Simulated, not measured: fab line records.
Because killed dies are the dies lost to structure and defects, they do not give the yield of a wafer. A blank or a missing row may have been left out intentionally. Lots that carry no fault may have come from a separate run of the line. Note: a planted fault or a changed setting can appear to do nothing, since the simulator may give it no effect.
A lot that was struck, set against a sound lot :: flow nand-harc :: 17 steps out of a route of 1302
Sound: wafers L265.1, L265.3, L265.4. Struck: wafer L258.3; the same lot's L258.5 was not struck, so it is left out; see the end for the cause.
For every step that has rows: the tool of each side, followed by ch and its chambers, followed by its first start. Under that, the readings that differ: sound wafers :: struck wafers :: difference of the means :: sigmas: that difference in standard deviations of wafers without a fault.
alike: readings with means less than 2 such deviations apart, plus words and numbers identical on both sides. not compared: withheld readings, readings lacking a value on some wafer, bounds such as >300 that could conceal the same value, and numbers that have no deviation in the record and whose values overlap.
Wherever a step has rows on one side only, a row that says differs or no value, or a row with sigmas, the two part there. When numbers do not overlap yet have no deviation, they are printed without sigmas and do not part them. A reading that every wafer of one side lacks parts them only if that side has two wafers or more.

NHARC_A_SGD_CUT_CD_MEAS_09: the cd target is 100 nm.
  sound on cd-sem-01 ch 0, day 27 12:57; struck on cd-sem-01 ch 0, day 24 17:08
  alike: cd-nm
NHARC_A_SGD_CUT_OVL_MEAS_10:
  struck on overlay-01, day 24 17:14; sound on overlay-02, day 27 13:02
reading: overlay-y-nm (nm)
sound: -0.7 -0.6 -0.2
struck: 2.0
difference: +2.5
sigmas: +3
  alike: overlay-x-nm
NHARC_A_SGD_CUT_INSPECT_11:
  struck on defect-inspect-01, day 24 17:16; sound on defect-inspect-02, day 27 13:04
  alike: raw-defect-count
NHARC_A_SGD_CUT_DESCUM_14: chemistry O2, time 3 s.
  sound on rie-diel-06 ch 1,2,3, day 27 13:08; struck on rie-diel-08 ch 1, day 24 17:19
reading: rf-hours-counter-h (h)
sound: 12 13 14
struck: 0
difference: -13
sigmas: 
  alike: drypump-motor-current-A, oes-product-au, rf-vpp-V, showerhead-plenum-p-Torr, throttle-valve-pct
NHARC_A_SGD_CUT_ETCH_58: etches the open film in CF4, target depth 39 nm, time 65 s.
  sound on rie-diel-06 ch 0,1,3, day 27 13:13; struck on rie-diel-08 ch 0, day 24 17:25
reading: drypump-motor-current-A (A)
sound: 5.6 5.3 5.8
struck: 4.6
difference: -1.0
sigmas: -2

reading: rf-hours-counter-h (h)
sound: 12 13 14
struck: 0
difference: -13
sigmas: 
  alike: oes-product-au, rf-vpp-V, showerhead-plenum-p-Torr, throttle-valve-pct
then, 1 step without rows for these wafers: NHARC_A_SGD_CUT_ETCH_59 (etches the open film in N2/H2, target depth 260 nm, time 406.25 s).
NHARC_A_SGD_CUT_ETCH_15: etches the open film in CH3F/O2, target depth 75 nm, time 64.3 s.
  sound on rie-diel-06 ch 0,2,3; struck on rie-diel-08 ch 3
reading: rf-hours-counter-h (h)
sound: 14 13 13
struck: 1
difference: -12
sigmas: 
  alike: drypump-motor-current-A, oes-product-au, rf-vpp-V, showerhead-plenum-p-Torr, throttle-valve-pct
NHARC_A_SGD_CUT_ETCH_16: etches the open film in C4F8/O2/Ar, target depth 310.5 nm, time 155.2 s.
  sound on rie-diel-06 ch 1,2,3; struck on rie-diel-08 ch 3
reading: rf-hours-counter-h (h)
sound: 14 13 12
struck: 1
difference: -12
sigmas: 
  alike: oes-product-au, rf-vpp-V
then, 1 step without rows for these wafers: NHARC_A_SGD_CUT_STRIP_60 (strips in C4F8/O2/Ar).
NHARC_A_SGD_CUT_STRIP_17: strips in O2.
  sound on rie-diel-06 ch 0,1,2; struck on rie-diel-08 ch 1
reading: rf-hours-counter-h (h)
sound: 13 12 13
struck: 1
difference: -12
sigmas: 

reading: rf-vpp-V (V)
sound: 58.9 57.6 58.1
struck: 56.2
difference: -2.0
sigmas: -2

reading: throttle-valve-pct (%)
sound: 17.035 17.029 17.040
struck: 17.010
difference: -0.025
sigmas: -3
  alike: drypump-motor-current-A, oes-product-au, showerhead-plenum-p-Torr
then, 2 steps without rows for these wafers: NHARC_A_SGD_CUT_PRECLEAN_18 (cleans in SC1); NHARC_A_SGD_CUT_SRD_19.
NHARC_A_SGD_CUT_DEP_20: deposits SiO2, target thk 150 nm.
  sound on fcvd-01 ch 0,1, day 27 14:16; struck on fcvd-01 ch 0, day 24 18:31
then, 1 step without rows for these wafers: NHARC_A_SGD_CUT_ANNEAL_27 (time 1800 s).
NHARC_A_SGD_CUT_CMP_21: polishes, target thk 148.19 nm.
  sound on cmp-02 ch 0,1,3, day 27 18:36; struck on cmp-03 ch 2, day 24 23:10
reading: time-to-endpoint-s (s)
sound: 48.2 48.7 48.2
struck: 79.8
difference: +31.4
sigmas: +12
  alike: motor-current-A, retaining-ring-pressure-frac
NHARC_A_SGD_CUT_THK_MEAS_22: measures by ellipsometry.
  struck on film-metro-02, day 24 23:20; sound on film-metro-02, day 27 18:49
  alike: thk-nm
-- the record jumps here: 5 days lie between the struck wafers' starts before and after (it left off in module A_SGD_CUT and takes up again in module END, whose first step shown is number 1302 of the route) --
NHARC_END_SORT_01:
  sound on prober-01 ch 0, day 33 01:17; struck on prober-01 ch 0, day 29 20:20
  alike: killed-at-array, killed-at-other, killed-at-periphery, killed-dies, killed-open, killed-short

== WHERE THEY PART ==
First at NHARC_A_SGD_CUT_OVL_MEAS_10; last, within this record, at NHARC_A_SGD_CUT_CMP_21. Later steps at which nothing parts them and some readings are alike: NHARC_A_SGD_CUT_THK_MEAS_22, NHARC_END_SORT_01.

WHY: the cause the simulator had injected
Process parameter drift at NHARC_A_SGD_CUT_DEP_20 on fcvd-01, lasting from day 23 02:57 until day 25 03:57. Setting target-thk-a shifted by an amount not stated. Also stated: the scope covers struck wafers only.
